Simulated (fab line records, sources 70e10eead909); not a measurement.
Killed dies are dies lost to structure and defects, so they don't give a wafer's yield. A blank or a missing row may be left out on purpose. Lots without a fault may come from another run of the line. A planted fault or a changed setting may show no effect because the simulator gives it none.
Chamber matching | flow nand_harc | NHARC_P_STI_CMP_21 on cmp-01: 4 sister chambers
The step polishes, t overpolish 20 s, target thk 380.67 nm. 4 wafers are shown with their chamber, then 9 later ones without.

WAFERS WITH THEIR CHAMBER
wafer  | chamber | motor_current_A (A)
L088.5 | 2       | 12.7
L093.4 | 3       | 13.8
L093.5 | 0       | 11.9
L093.6 | 1       | 11.1

WAFERS WITHOUT THEIR CHAMBER
wafer  | motor_current_A (A)
L094.1 | 11.8
L094.2 | 10.9
L094.3 | 11.4
L095.1 | 12.1
L095.4 | 11.3
L095.6 | 10.7
L095.2 | 12.5
L095.3 | 13.1
L095.5 | 12.3

WHICH CHAMBER EACH WENT THROUGH
wafer  | from the rows above     | in truth
L094.1 | 0                       | 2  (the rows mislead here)
L094.2 | 1                       | 1
L094.3 | can't be placed: 1 or 0 | 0
L095.1 | can't be placed: 0 or 2 | 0
L095.4 | can't be placed: 1 or 0 | 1
L095.6 | 1                       | 1
L095.2 | can't be placed: 2 or 0 | 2
L095.3 | can't be placed: 2 or 3 | 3
L095.5 | can't be placed: 2 or 0 | 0
Placed correctly: 2 of 9. Can't be placed from these rows: 6 (the true chamber is among the candidates in 6). Placed wrongly: 1.
How it was worked out, from the rows above alone: a wafer's distance from a chamber is the root of the sum, over the readings, of the square of ((its reading less the chamber's mean) divided by the reading's scatter). The wafer belongs to the nearest chamber; if the next one is less than 2 further off, it can't be placed. A chamber's mean is the mean of its shown wafers. The scatter: with one shown wafer a chamber, the root of the mean of the squares of how far each hidden wafer lies from its nearest shown one.
